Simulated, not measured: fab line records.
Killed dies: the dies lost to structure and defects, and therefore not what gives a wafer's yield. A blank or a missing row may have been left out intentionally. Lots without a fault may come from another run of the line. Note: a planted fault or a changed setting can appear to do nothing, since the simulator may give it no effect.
Which of the tools did it? :: flow n5 finfet :: 27 wafers from 10 lots sampled at 2 of the route's 1938 steps

## WHAT THE GAUGES SHOWED, per wafer
N5_BEOL_M6_OVL_MEAS_12.
lot: L428
measured: day 9 01:41
on: overlay-01
M6_OVL (nm): -0.3 0.3 0.9

lot: L429
measured: day 9 06:38
on: overlay-01
M6_OVL (nm): -0.9 -0.4 -0.5

lot: L434
measured: day 10 11:29
on: overlay-02
M6_OVL (nm): -0.3 -0.5

lot: L435
measured: day 10 11:49
on: overlay-02
M6_OVL (nm): 0.1 -0.4

lot: L433
measured: day 10 14:56
on: overlay-02
M6_OVL (nm): 0.0 -0.1

lot: L437
measured: day 11 03:09
on: overlay-02
M6_OVL (nm): 1.0 0.5 -0.2

lot: L438
measured: day 11 21:17
on: overlay-02
M6_OVL (nm): -1.5 -2.7 -1.4

lot: L441
measured: day 12 12:14
on: overlay-02
M6_OVL (nm): -1.2 -1.2 -1.1

lot: L443
measured: day 12 18:03
on: overlay-02
M6_OVL (nm): 0.4 0.2 -0.6

lot: L447
measured: day 13 19:02
on: overlay-01
M6_OVL (nm): -1.3 -0.6 -0.9

## EACH LOT AND THE TOOL THAT RAN IT (in order: tool; ch and the chambers of the sampled wafers; start)
lot: L428
N5_BEOL_M5_DEP_56: pecvd-02 ch 0,1,2, day 8 22:14

lot: L429
N5_BEOL_M5_DEP_56: pecvd-02 ch 1,2, day 9 04:38

lot: L434
N5_BEOL_M5_DEP_56: pecvd-02 ch 0, day 10 08:01

lot: L435
N5_BEOL_M5_DEP_56: pecvd-04 ch 1, day 10 09:41

lot: L433
N5_BEOL_M5_DEP_56: pecvd-01 ch 0,1, day 10 11:37

lot: L437
N5_BEOL_M5_DEP_56: pecvd-01 ch 0,1, day 11 01:09

lot: L438
N5_BEOL_M5_DEP_56: pecvd-04 ch 0,1,2, day 11 17:10

lot: L441
N5_BEOL_M5_DEP_56: pecvd-02 ch 0,1, day 12 11:02

lot: L443
N5_BEOL_M5_DEP_56: pecvd-02 ch 0,2, day 12 16:08

lot: L447
N5_BEOL_M5_DEP_56: pecvd-01 ch 0,2, day 13 17:26
- N5_BEOL_M5_DEP_56: deposits SiCN from 3MS/NH3, target thk 8 nm, time 14 s.

## THE ANSWER, worked out from the rows above alone
Rule: usual is defined by the lots themselves. The widest of any qualifying gaps counts: lots, ordered by their means at a reading, are off when they make up no more than a third of the lots, leave a main group of 4 or more, and stand apart from it by 3 or more times the standard deviation of that group's means. The tables above print the reading to a certain number of digits; a main group whose means all agree to those digits is not used. A lot without any number at a reading at which 4 lots or more have one is off too. Where the step has rows for the other lots, those lots are counted as sound.
Across all readings shown, no lot is off: no conclusion can be drawn from this.

## WHAT THE SIMULATOR HAD PUT IN
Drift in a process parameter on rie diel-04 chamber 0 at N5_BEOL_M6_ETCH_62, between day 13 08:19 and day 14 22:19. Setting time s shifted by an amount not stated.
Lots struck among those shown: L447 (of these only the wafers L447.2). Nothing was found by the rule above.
